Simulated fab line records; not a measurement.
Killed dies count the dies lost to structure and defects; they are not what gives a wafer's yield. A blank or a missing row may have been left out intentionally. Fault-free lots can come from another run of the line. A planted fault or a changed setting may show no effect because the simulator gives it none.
Which tool did it? ; flow n5 finfet ; Sampling: 24 lots, 72 wafers, 6 of 1938 route steps

WHAT EACH GAUGE READ, for each wafer
N5_BEOL_M5_THK_MEAS_53: measures by xrf. Usual: M5_THK gives 62.3 nm (standard deviation 1.5).
lot;measured;on;M5_THK (nm);flag
L075;day 9 08:11;film metro-01;64.4 61.0 60.4;
L074;day 9 13:46;film metro-01;61.4 60.4 60.9;
L076;day 9 15:55;film metro-02;63.8 61.8 61.3;
L077;day 9 19:55;film metro-02;59.2 63.9 63.6;
L078;day 10 03:17;film metro-02;61.9 63.8 63.2;
L079;day 10 04:01;film metro-01;61.2 61.5 62.6;
L080;day 10 04:22;film metro-02;61.4 64.5 60.9;
L082;day 10 10:07;film metro-02;62.0 64.4 61.1;
L081;day 10 13:39;film metro-02;62.6 61.1 65.5;
L083;day 11 03:26;film metro-01;64.4 64.2 62.0;
L085;day 11 23:08;film metro-01;61.2 63.1 62.4;
L084;day 12 00:27;film metro-02;60.8 65.6 61.5;
L086;day 12 00:43;film metro-01;64.5 63.6 61.3;
L087;day 12 08:49;film metro-02;62.5 61.0 61.7;
L089;day 12 10:58;film metro-02;59.0 62.1 61.6;
L088;day 12 11:17;film metro-02;60.7 62.7 61.5;
L091;day 12 18:55;film metro-02;62.9 60.2 63.8;
L090;day 13 01:08;film metro-02;64.5 60.1 65.0;
L092;day 13 03:38;film metro-02;62.8 61.8 58.9;
L093;day 13 07:35;film metro-01;61.4 61.3 63.0;
L094;day 14 07:23;film metro-01;62.8 63.9 63.3;
L095;day 14 13:31;film metro-01;60.8 61.6 60.3;
L097;day 14 19:49;film metro-01;63.7 62.6 63.0;
L096;day 14 21:39;film metro-02;60.3 61.9 63.0;

N5_BEOL_M6_OCD_MEAS_38. Usual: trench depth nm at 95.1 nm, with a standard deviation of 1.3.
lot;measured;on;trench depth nm (nm);flag
L075;day 9 13:24;ocd-01;94.9 96.2 94.2;
L074;day 9 17:15;ocd-01;96.3 93.4 95.8;
L076;day 9 20:31;ocd-02;94.9 96.4 98.3;
L077;day 10 03:11;ocd-01;95.3 94.1 96.6;
L078;day 10 10:32;ocd-01;93.3 97.2 95.1;
L079;day 10 10:08;ocd-02;93.3 97.7 95.6;
L080;day 10 10:32;ocd-02;93.5 95.2 94.5;
L082;day 10 15:57;ocd-02;95.9 97.0 96.2;
L081;day 10 19:55;ocd-01;94.9 92.1 95.5;
L083;day 11 07:37;ocd-01;95.9 95.2 95.7;
L085;day 12 02:47;ocd-01;94.7 94.7 93.7;
L084;day 12 09:40;ocd-01;94.9 94.1 93.1;
L086;day 12 09:16;ocd-02;96.8 94.2 95.8;
L087;day 12 18:34;ocd-02;95.9 95.1 93.9;
L089;day 12 18:45;ocd-02;95.5 94.1 96.3;
L088;day 12 19:05;ocd-02;93.8 96.4 93.7;
L091;day 13 00:40;ocd-01;94.2 95.2 96.3;
L090;day 13 09:33;ocd-01;94.8 95.8 97.7;
L092;day 13 09:31;ocd-02;96.4 94.0 94.4;
L093;day 13 14:45;ocd-01;94.4 93.8 94.3;
L094;day 14 14:44;ocd-01;94.8 96.6 96.9;
L095;day 14 19:56;ocd-01;95.2 94.2 95.5;
L097;day 14 23:44;ocd-02;93.7 96.2 95.8;
L096;day 15 02:11;ocd-02;95.8 93.8 94.3;

N5_BEOL_M6_RS_MEAS_57: measures by four-point-probe. Usual: M6_RS gives 0.281 ohm/sq (standard deviation 0.007).
lot;measured;on;M6_RS (ohm/sq);flag
L075;day 9 15:43;film metro-01;0.281 0.277 0.287;
L074;day 9 21:46;film metro-01;0.279 0.285 0.286;
L076;day 9 23:13;film metro-02;0.280 0.278 0.261;
L077;day 10 05:52;film metro-02;0.283 0.288 0.280;
L078;day 10 14:11;film metro-01;0.296 0.272 0.288;
L079;day 10 14:05;film metro-01;0.284 0.274 0.282;
L080;day 10 14:21;film metro-02;0.284 0.269 0.271;
L082;day 10 19:26;film metro-02;0.278 0.281 0.274;
L081;day 10 22:18;film metro-02;0.286 0.297 0.291;
L083;day 11 11:29;film metro-02;0.276 0.275 0.275;
L085;day 12 06:59;film metro-02;0.287 0.289 0.290;
L084;day 12 12:22;film metro-01;0.282 0.277 0.288;
L086;day 12 11:55;film metro-02;0.277 0.282 0.276;
L087;day 12 21:53;film metro-02;0.274 0.271 0.291;
L089;day 12 21:58;film metro-02;0.282 0.292 0.278;
L088;day 12 23:15;film metro-02;0.282 0.280 0.275;
L091;day 13 05:21;film metro-02;0.278 0.280 0.278;
L090;day 13 12:07;film metro-01;0.284 0.277 0.270;
L092;day 13 12:01;film metro-01;0.275 0.278 0.282;
L093;day 13 18:38;film metro-01;0.291 0.289 0.286;
L094;day 14 17:22;film metro-02;0.284 0.280 0.283;
L095;day 14 22:52;film metro-02;0.298 0.286 0.292;
L097;day 15 03:46;film metro-02;0.285 0.280 0.281;
L096;day 15 05:28;film metro-02;0.278 0.276 0.274;

WHICH TOOL RAN EACH LOT (tool, then ch and the chambers of the sampled wafers, then the start)
lot;N5_BEOL_M5_ANNEAL_82;N5_BEOL_M5_ANNEAL_84;N5_BEOL_M6_ALD_77
L075;pvd sputter-02, day 9 04:13;pvd sputter-02, day 9 05:17;ald metal-01 ch 0,1,2, day 9 14:08
L074;pvd sputter-03, day 9 08:10;pvd sputter-03, day 9 09:15;ald metal-03 ch 1,2,3, day 9 18:21
L076;pvd sputter-02, day 9 11:53;pvd sputter-02, day 9 12:59;ald metal-04 ch 0,1,2, day 9 21:22
L077;pvd sputter-03, day 9 15:50;pvd sputter-03, day 9 16:55;ald metal-04 ch 0,1,3, day 10 03:50
L078;pvd sputter-01, day 9 23:17;pvd sputter-01, day 10 00:23;ald metal-01 ch 0,3, day 10 11:23
L079;pvd sputter-03, day 9 23:58;pvd sputter-03, day 10 01:03;ald metal-04 ch 0,2,3, day 10 11:14
L080;pvd sputter-02, day 10 00:22;pvd sputter-02, day 10 01:27;ald metal-03 ch 0,3, day 10 11:28
L082;pvd sputter-01, day 10 06:00;pvd sputter-01, day 10 07:05;ald metal-03 ch 0,1,2, day 10 16:55
L081;pvd sputter-03, day 10 09:40;pvd sputter-03, day 10 10:46;ald metal-01 ch 1,2, day 10 20:32
L083;pvd sputter-03, day 10 23:27;pvd sputter-03, day 11 00:32;ald metal-01 ch 0,3, day 11 09:50
L085;pvd sputter-03, day 11 19:09;pvd sputter-03, day 11 20:14;ald metal-01 ch 0,2, day 12 03:40
L084;pvd sputter-01, day 11 20:29;pvd sputter-01, day 11 21:34;ald metal-04 ch 0,1,2, day 12 10:19
L086;pvd sputter-02, day 11 20:30;pvd sputter-02, day 11 21:35;ald metal-03 ch 0,1,3, day 12 10:02
L087;pvd sputter-03, day 12 04:50;pvd sputter-03, day 12 05:55;ald metal-01 ch 0,1,3, day 12 19:18
L089;pvd sputter-01, day 12 06:47;pvd sputter-01, day 12 07:52;ald metal-03 ch 2,3, day 12 19:43
L088;pvd sputter-02, day 12 07:18;pvd sputter-02, day 12 08:23;ald metal-03 ch 0,2,3, day 12 20:59
L091;pvd sputter-02, day 12 14:56;pvd sputter-02, day 12 16:02;ald metal-01 ch 2,3, day 13 01:40
L090;pvd sputter-02, day 12 21:10;pvd sputter-02, day 12 22:15;ald metal-01 ch 0,1,3, day 13 10:13
L092;pvd sputter-01, day 12 23:25;pvd sputter-01, day 13 00:30;ald metal-03 ch 0,1,3, day 13 10:09
L093;pvd sputter-02, day 13 03:09;pvd sputter-02, day 13 04:14;ald metal-04 ch 1,2,3, day 13 15:53
L094;pvd sputter-02, day 14 03:24;pvd sputter-02, day 14 04:29;ald metal-01 ch 2,3, day 14 15:33
L095;pvd sputter-01, day 14 09:32;pvd sputter-01, day 14 10:38;ald metal-03 ch 1,3, day 14 20:50
L097;pvd sputter-01, day 14 15:50;pvd sputter-01, day 14 16:55;ald metal-01 ch 0,1,2, day 15 00:56
L096;pvd sputter-02, day 14 17:26;pvd sputter-02, day 14 18:31;ald metal-03 ch 0,2, day 15 02:52
- N5_BEOL_M5_ANNEAL_82: time 1800 s.
- N5_BEOL_M5_ANNEAL_84: time 1800 s.
- N5_BEOL_M6_ALD_77: deposits TaN, target thk 2 nm, pulse time 2 s, purge time 3 s.

WHAT THE TOOLS THEMSELVES READ (means of the sampled wafers that have a number; where no wafer has one, the mark that the record gives instead)
N5_BEOL_M5_ANNEAL_82. Usual: heater power w 792 W, standard deviation 55; susceptor temp C 400.00 C, standard deviation 0.22.
lot;tool;heater power w (W);susceptor temp C (C);flag
L075;pvd sputter-02;739;399.95;
L074;pvd sputter-03;815;400.09;
L076;pvd sputter-02;747;399.99;
L077;pvd sputter-03;830;399.91;
L078;pvd sputter-01;818;399.88;
L079;pvd sputter-03;821;400.04;
L080;pvd sputter-02;732;399.85;
L082;pvd sputter-01;786;400.09;
L081;pvd sputter-03;784;400.08;
L083;pvd sputter-03;809;399.94;
L085;pvd sputter-03;802;400.16;
L084;pvd sputter-01;846;399.99;
L086;pvd sputter-02;788;399.93;
L087;pvd sputter-03;782;399.99;
L089;pvd sputter-01;826;400.09;
L088;pvd sputter-02;730;400.45;
L091;pvd sputter-02;774;400.07;
L090;pvd sputter-02;734;399.90;
L092;pvd sputter-01;805;400.09;
L093;pvd sputter-02;828;399.88;
L094;pvd sputter-02;785;399.88;
L095;pvd sputter-01;765;400.30;
L097;pvd sputter-01;816;400.07;
L096;pvd sputter-02;742;399.89;

N5_BEOL_M5_ANNEAL_84. Usual: heater power w 791 W, standard deviation 56; susceptor temp C 399.99 C, standard deviation 0.22.
lot;tool;heater power w (W);susceptor temp C (C);flag
L075;pvd sputter-02;725;400.06;
L074;pvd sputter-03;813;399.91;
L076;pvd sputter-02;732;399.96;
L077;pvd sputter-03;824;399.73;
L078;pvd sputter-01;822;399.97;
L079;pvd sputter-03;826;400.06;
L080;pvd sputter-02;725;399.89;
L082;pvd sputter-01;788;399.78;
L081;pvd sputter-03;782;400.12;
L083;pvd sputter-03;798;399.81;
L085;pvd sputter-03;800;400.22;
L084;pvd sputter-01;853;400.14;
L086;pvd sputter-02;769;399.99;
L087;pvd sputter-03;782;400.19;
L089;pvd sputter-01;824;399.86;
L088;pvd sputter-02;737;400.10;
L091;pvd sputter-02;779;400.14;
L090;pvd sputter-02;738;399.97;
L092;pvd sputter-01;803;400.17;
L093;pvd sputter-02;823;399.85;
L094;pvd sputter-02;784;399.69;
L095;pvd sputter-01;770;400.06;
L097;pvd sputter-01;815;399.94;
L096;pvd sputter-02;727;399.98;

N5_BEOL_M6_ALD_77. Usual: heater power w 417 W, standard deviation 37; susceptor temp C 274.99 C, standard deviation 0.18.
lot;tool;heater power w (W);susceptor temp C (C);flag
L075;ald metal-01;389;275.05;
L074;ald metal-03;448;274.69;
L076;ald metal-04;450;274.95;
L077;ald metal-04;429;274.97;
L078;ald metal-01;385;274.93;
L079;ald metal-04;432;275.09;
L080;ald metal-03;426;275.17;
L082;ald metal-03;411;274.86;
L081;ald metal-01;403;275.10;
L083;ald metal-01;385;274.88;
L085;ald metal-01;375;274.97;
L084;ald metal-04;454;274.87;
L086;ald metal-03;443;275.02;
L087;ald metal-01;401;275.03;
L089;ald metal-03;425;275.09;
L088;ald metal-03;421;274.99;
L091;ald metal-01;395;274.95;
L090;ald metal-01;406;274.88;
L092;ald metal-03;444;274.85;
L093;ald metal-04;441;275.04;
L094;ald metal-01;402;275.13;
L095;ald metal-03;462;275.04;
L097;ald metal-01;393;275.06;
L096;ald metal-03;386;274.83;

THE ANSWER, worked out from the rows above alone
Rule: a lot counts as off when the mean over its wafers that have a number is more than 3 standard deviations away from the usual mean. Also off: a lot with no number at a reading for which 4 or more lots have one. Any other lot the step has rows for is counted as sound. After the gauges, taken in route order, come the tools' own readings; for these a lot's mean is taken, as printed above. The first step at which some lot is off is used, and at that step the reading that is off furthest; a lot without a number counts as furthest.
None of the lots is off at any reading shown; this tells nothing.

WHAT HAD BEEN PUT IN BY THE SIMULATOR
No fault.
